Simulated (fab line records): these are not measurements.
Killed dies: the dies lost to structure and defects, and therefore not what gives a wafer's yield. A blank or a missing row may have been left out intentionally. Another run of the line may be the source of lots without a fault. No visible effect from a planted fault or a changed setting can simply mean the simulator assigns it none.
Chamber matching + flow nand harc + 4 sister chambers for NHARC_A_STAIRCASE_TRIM_20 on rie diel-04
The step chemistry O2, time 211.2 s. 14 wafers are shown with their chamber, then 7 later ones without.

## WAFERS WITH THEIR CHAMBER
| wafer  | chamber | drypump motor current A (A) | oes product au (a.u.) | showerhead plenum p Torr (Torr) |
|--------|---------|-----------------------------|-----------------------|---------------------------------|
| L082.1 | 0       | 5.8                         | 0.989                 | 3.32                            |
| L082.4 | 3       | 6.2                         | 0.999                 | 3.37                            |
| L082.6 | 2       | 6.3                         | 0.995                 | 3.27                            |
| L080.3 | 2       | 6.3                         | 1.004                 | 3.27                            |
| L080.4 | 3       | 6.1                         | 1.003                 | 3.37                            |
| L080.6 | 2       | 6.3                         | 1.007                 | 3.27                            |
| L087.2 | 2       | 6.3                         | 0.996                 | 3.81                            |
| L087.4 | 1       | 6.6                         | 1.021                 | 3.53                            |
| L087.5 | 3       | 6.1                         | 1.001                 | 3.37                            |
| L089.1 | 0       | 5.8                         | 0.995                 | 3.31                            |
| L089.5 | 0       | 5.8                         | 0.996                 | 3.31                            |
| L089.6 | 3       | 6.2                         | 1.006                 | 3.37                            |
| L091.2 | 0       | 5.8                         | 1.002                 | 3.31                            |
| L091.5 | 3       | 6.2                         | 1.005                 | 3.36                            |

SIGNATURES (averages over the wafers above)
| reading                  | chamber 0 | chamber 1 | chamber 2 | chamber 3 | scatter within a chamber |
|--------------------------|-----------|-----------|-----------|-----------|--------------------------|
| drypump motor current A  | 5.800     | 6.600     | 6.300     | 6.160     | 0.0346                   |
| oes product au           | 0.99550   | 1.02100   | 1.00050   | 1.00280   | 0.00472                  |
| showerhead plenum p Torr | 3.3125    | 3.5300    | 3.4050    | 3.3680    | 0.148                    |
Rule: for each reading, subtract the chamber's mean from the wafer's reading, divide by that reading's scatter and square the result; add these up over the readings and take the root, which gives the wafer's distance from the chamber. If the next closest chamber is less than 2 further off than the closest, the wafer can't be placed; otherwise it belongs to the closest. The scatter is the square root of a quotient: the sum, over the shown wafers, of each reading's squared deviation from its chamber's mean, divided by wafers minus chambers.

## WAFERS WITH NO CHAMBER GIVEN
| wafer  | drypump motor current A (A) | oes product au (a.u.) | showerhead plenum p Torr (Torr) |
|--------|-----------------------------|-----------------------|---------------------------------|
| L091.6 | 6.3                         | 1.015                 | 3.80                            |
| L095.3 | 5.8                         | 0.998                 | 3.30                            |
| L095.5 | 6.3                         | 1.007                 | 3.80                            |
| L095.6 | 6.5                         | 1.018                 | 3.52                            |
| L097.2 | 5.8                         | 0.990                 | 3.30                            |
| L097.3 | 6.6                         | 1.031                 | 3.52                            |
| L097.4 | 6.3                         | 0.998                 | 3.79                            |

## EACH ONE'S CHAMBER
| wafer  | from the rows above     | in truth |
|--------|-------------------------|----------|
| L091.6 | can't be placed: 2 or 3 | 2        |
| L095.3 | 0                       | 0        |
| L095.5 | 2                       | 2        |
| L095.6 | 1                       | 1        |
| L097.2 | 0                       | 0        |
| L097.3 | 1                       | 1        |
| L097.4 | 2                       | 2        |
6 of 7 placed correctly. Unplaceable from these rows: 1, with the true chamber sitting among the candidates in 1. Wrongly placed: 0.
